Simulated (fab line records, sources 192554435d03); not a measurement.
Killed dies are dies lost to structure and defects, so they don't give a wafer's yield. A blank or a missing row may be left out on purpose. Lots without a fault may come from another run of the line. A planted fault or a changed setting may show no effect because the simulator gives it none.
Chamber matching | flow n5_finfet | N5_BEOL_M14_DESCUM_15 on rie_diel-06: 4 sister chambers
The step chemistry O2, time 7.9 s. 4 wafers are shown with their chamber, then 7 later ones without.

WAFERS WITH THEIR CHAMBER
wafer  | chamber | throttle_valve_pct (%)
L085.1 | 1       | 20.09
L085.6 | 0       | 20.22
L090.1 | 2       | 20.43
L090.3 | 3       | 20.11

WAFERS WITHOUT THEIR CHAMBER
wafer  | throttle_valve_pct (%)
L090.5 | 20.09
L091.1 | 20.24
L091.2 | 20.12
L091.4 | 20.44
L096.4 | 20.12
L096.5 | 20.27
L096.6 | 20.13

WHICH CHAMBER EACH WENT THROUGH
wafer  | from the rows above     | in truth
L090.5 | can't be placed: 1 or 3 | 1
L091.1 | 0                       | 0
L091.2 | can't be placed: 3 or 1 | 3
L091.4 | 2                       | 2
L096.4 | can't be placed: 3 or 1 | 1
L096.5 | 0                       | 0
L096.6 | can't be placed: 3 or 1 | 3
Placed correctly: 3 of 7. Can't be placed from these rows: 4 (the true chamber is among the candidates in 4). Placed wrongly: 0.
How it was worked out, from the rows above alone: a wafer's distance from a chamber is the root of the sum, over the readings, of the square of ((its reading less the chamber's mean) divided by the reading's scatter). The wafer belongs to the nearest chamber; if the next one is less than 2 further off, it can't be placed. A chamber's mean is the mean of its shown wafers. The scatter: with one shown wafer a chamber, the root of the mean of the squares of how far each hidden wafer lies from its nearest shown one.
